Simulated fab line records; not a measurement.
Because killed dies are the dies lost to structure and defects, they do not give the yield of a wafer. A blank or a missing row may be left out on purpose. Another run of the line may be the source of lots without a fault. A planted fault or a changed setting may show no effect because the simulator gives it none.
Matching of chambers + flow nand harc + NHARC_A_STAIRCASE_DESCUM_168 on rie diel-13 has 4 sister chambers
The step chemistry O2, time 3 s. 4 wafers are shown with their chamber, then 7 later ones without.

== WAFERS WITH THEIR CHAMBER ==
| wafer  | chamber | drypump motor current A (A) |
|--------|---------|-----------------------------|
| L085.5 | 2       | 5.6                         |
| L085.6 | 1       | 4.8                         |
| L089.1 | 0       | 6.5                         |
| L089.3 | 3       | 5.3                         |

== WAFERS WITH NO CHAMBER GIVEN ==
| wafer  | drypump motor current A (A) |
|--------|-----------------------------|
| L089.4 | 5.6                         |
| L088.4 | 5.3                         |
| L088.5 | 6.5                         |
| L088.6 | 4.8                         |
| L097.2 | 6.5                         |
| L097.4 | 4.8                         |
| L097.5 | 5.7                         |

== WHICH CHAMBER EACH ONE RAN IN ==
| wafer  | from the rows above | in truth |
|--------|---------------------|----------|
| L089.4 | 2                   | 2        |
| L088.4 | 3                   | 3        |
| L088.5 | 0                   | 0        |
| L088.6 | 1                   | 1        |
| L097.2 | 0                   | 0        |
| L097.4 | 1                   | 1        |
| L097.5 | 2                   | 2        |
7 of 7 placed correctly. From these rows, 0 cannot be placed. Wrongly placed: 0.
How it was worked out, from the rows above alone: a wafer's distance from a chamber is the root of the sum, over the readings, of the square of ((its reading less the chamber's mean) divided by the reading's scatter). The wafer belongs to the nearest chamber; if the next one is less than 2 further off, it can't be placed. Each chamber's mean is taken over the wafers shown for it. The scatter: root of mean squared gap, hidden wafer to nearest shown wafer, with one shown wafer a chamber.
